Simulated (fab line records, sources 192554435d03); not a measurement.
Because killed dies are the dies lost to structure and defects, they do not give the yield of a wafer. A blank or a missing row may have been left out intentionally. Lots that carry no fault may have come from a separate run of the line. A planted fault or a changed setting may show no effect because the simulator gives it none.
Chamber matching || flow n5 finfet || N5_BEOL_M2_CO_CAP_55 on cvd co-02: 3 sister chambers
The step material Co, precursor CCTBA/H2, target thk 2 nm, time 102.1 s. 6 wafers are shown with their chamber, then 12 later ones without.

== WAFERS, EACH WITH ITS CHAMBER ==
{"wafer": "L083.2", "chamber": 2, "heater power outer w (W)": 104, "heater power w (W)": 215}
{"wafer": "L088.2", "chamber": 0, "heater power outer w (W)": 124, "heater power w (W)": 256}
{"wafer": "L088.5", "chamber": 0, "heater power outer w (W)": 124, "heater power w (W)": 256}
{"wafer": "L090.2", "chamber": 2, "heater power outer w (W)": 105, "heater power w (W)": 218}
{"wafer": "L090.3", "chamber": 1, "heater power outer w (W)": 122, "heater power w (W)": 228}
{"wafer": "L090.4", "chamber": 1, "heater power outer w (W)": 121, "heater power w (W)": 230}

== WAFERS MISSING THEIR CHAMBER ==
{"wafer": "L091.1", "heater power outer w (W)": 127, "heater power w (W)": 258}
{"wafer": "L091.3", "heater power outer w (W)": 120, "heater power w (W)": 225}
{"wafer": "L091.4", "heater power outer w (W)": 126, "heater power w (W)": 230}
{"wafer": "L093.1", "heater power outer w (W)": 103, "heater power w (W)": 218}
{"wafer": "L093.2", "heater power outer w (W)": 124, "heater power w (W)": 227}
{"wafer": "L093.3", "heater power outer w (W)": 126, "heater power w (W)": 254}
{"wafer": "L094.4", "heater power outer w (W)": 103, "heater power w (W)": 218}
{"wafer": "L094.5", "heater power outer w (W)": 120, "heater power w (W)": 221}
{"wafer": "L094.6", "heater power outer w (W)": 124, "heater power w (W)": 257}
{"wafer": "L096.1", "heater power outer w (W)": 123, "heater power w (W)": 228}
{"wafer": "L096.2", "heater power outer w (W)": 102, "heater power w (W)": 221}
{"wafer": "L096.4", "heater power outer w (W)": 105, "heater power w (W)": 220}

== THE CHAMBER EACH PASSED THROUGH ==
{"wafer": "L091.1", "from the rows above": 0, "in truth": 0}
{"wafer": "L091.3", "from the rows above": 1, "in truth": 1}
{"wafer": "L091.4", "from the rows above": 1, "in truth": 1}
{"wafer": "L093.1", "from the rows above": 2, "in truth": 2}
{"wafer": "L093.2", "from the rows above": 1, "in truth": 1}
{"wafer": "L093.3", "from the rows above": 0, "in truth": 0}
{"wafer": "L094.4", "from the rows above": 2, "in truth": 2}
{"wafer": "L094.5", "from the rows above": 1, "in truth": 1}
{"wafer": "L094.6", "from the rows above": 0, "in truth": 0}
{"wafer": "L096.1", "from the rows above": 1, "in truth": 1}
{"wafer": "L096.2", "from the rows above": 2, "in truth": 2}
{"wafer": "L096.4", "from the rows above": 2, "in truth": 2}
Correct placement for 12 of the 12. Left unplaced by these rows: 0. Number placed wrongly: 0.
How it was worked out, from the rows above alone: a wafer's distance from a chamber is the root of the sum, over the readings, of the square of ((its reading less the chamber's mean) divided by the reading's scatter). If the next closest chamber is less than 2 further off than the closest, the wafer can't be placed; otherwise it belongs to the closest. Each chamber's mean is taken over the wafers shown for it. How the scatter is found: for the shown wafers, subtract from each reading the mean of its chamber, square and add these, divide the total by (wafers less chambers), then take the root.
